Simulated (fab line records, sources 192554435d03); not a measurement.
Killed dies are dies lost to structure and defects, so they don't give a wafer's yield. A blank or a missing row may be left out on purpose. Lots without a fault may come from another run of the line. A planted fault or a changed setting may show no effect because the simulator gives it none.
Chamber matching | flow n5_finfet | N5_BEOL_M2_DESCUM_16 on rie_diel-02: 4 sister chambers
The step chemistry O2, time 7 s. 20 wafers are shown with their chamber, then 10 later ones without.

WAFERS WITH THEIR CHAMBER
wafer  | chamber | drypump_motor_current_A (A) | throttle_valve_pct (%) | showerhead_plenum_p_Torr (Torr)
L079.4 | 3       | 6.10                        | 20.41                  | 2.11
L079.5 | 0       | 5.97                        | 20.34                  | 2.10
L079.6 | 3       | 6.12                        | 20.40                  | 2.11
L081.2 | 1       | 5.55                        | 19.93                  | 2.21
L081.3 | 3       | 6.09                        | 20.41                  | 2.10
L081.5 | 2       | 5.34                        | 19.91                  | 2.03
L084.1 | 2       | 5.37                        | 19.90                  | 2.02
L084.2 | 3       | 6.09                        | 20.43                  | 2.10
L084.3 | 1       | 5.56                        | 19.92                  | 2.21
L086.1 | 1       | 5.56                        | 19.94                  | 2.20
L086.5 | 3       | 6.12                        | 20.43                  | 2.10
L086.6 | 0       | 5.97                        | 20.37                  | 2.10
L088.2 | 2       | 5.34                        | 19.92                  | 2.02
L088.3 | 3       | 6.10                        | 20.43                  | 2.10
L088.6 | 0       | 5.96                        | 20.36                  | 2.10
L089.1 | 3       | 6.12                        | 20.43                  | 2.10
L089.2 | 0       | 5.96                        | 20.37                  | 2.10
L089.5 | 3       | 6.11                        | 20.44                  | 2.10
L091.1 | 1       | 5.59                        | 19.96                  | 2.20
L091.3 | 3       | 6.11                        | 20.45                  | 2.10

SIGNATURES (means of the wafers above)
reading                  | chamber 0 | chamber 1 | chamber 2 | chamber 3 | scatter within a chamber
drypump_motor_current_A  | 5.9650    | 5.5650    | 5.3500    | 6.1067    | 0.0132
throttle_valve_pct       | 20.3600   | 19.9375   | 19.9100   | 20.4256   | 0.0152
showerhead_plenum_p_Torr | 2.1000    | 2.2050    | 2.0233    | 2.1022    | 0.00449
Rule: a wafer's distance from a chamber is the root of the sum, over the readings, of the square of ((its reading less the chamber's mean) divided by the reading's scatter). The wafer belongs to the nearest chamber; if the next one is less than 2 further off, it can't be placed. The scatter: the root of (the sum of the squares of (reading less its chamber's mean) over the shown wafers, divided by (wafers less chambers)).

WAFERS WITHOUT THEIR CHAMBER
wafer  | drypump_motor_current_A (A) | throttle_valve_pct (%) | showerhead_plenum_p_Torr (Torr)
L091.5 | 5.98                        | 20.38                  | 2.09
L092.3 | 5.55                        | 19.97                  | 2.20
L092.4 | 5.95                        | 20.38                  | 2.09
L092.5 | 5.97                        | 20.37                  | 2.09
L094.1 | 5.96                        | 20.37                  | 2.09
L094.4 | 5.35                        | 19.93                  | 2.02
L094.5 | 6.10                        | 20.47                  | 2.09
L097.3 | 6.12                        | 20.47                  | 2.09
L097.5 | 5.94                        | 20.39                  | 2.09
L097.6 | 6.08                        | 20.46                  | 2.09

WHICH CHAMBER EACH WENT THROUGH
wafer  | from the rows above | in truth
L091.5 | 0                   | 0
L092.3 | 1                   | 1
L092.4 | 0                   | 0
L092.5 | 0                   | 0
L094.1 | 0                   | 0
L094.4 | 2                   | 2
L094.5 | 3                   | 3
L097.3 | 3                   | 3
L097.5 | 0                   | 0
L097.6 | 3                   | 3
Placed correctly: 10 of 10. Can't be placed from these rows: 0. Placed wrongly: 0.
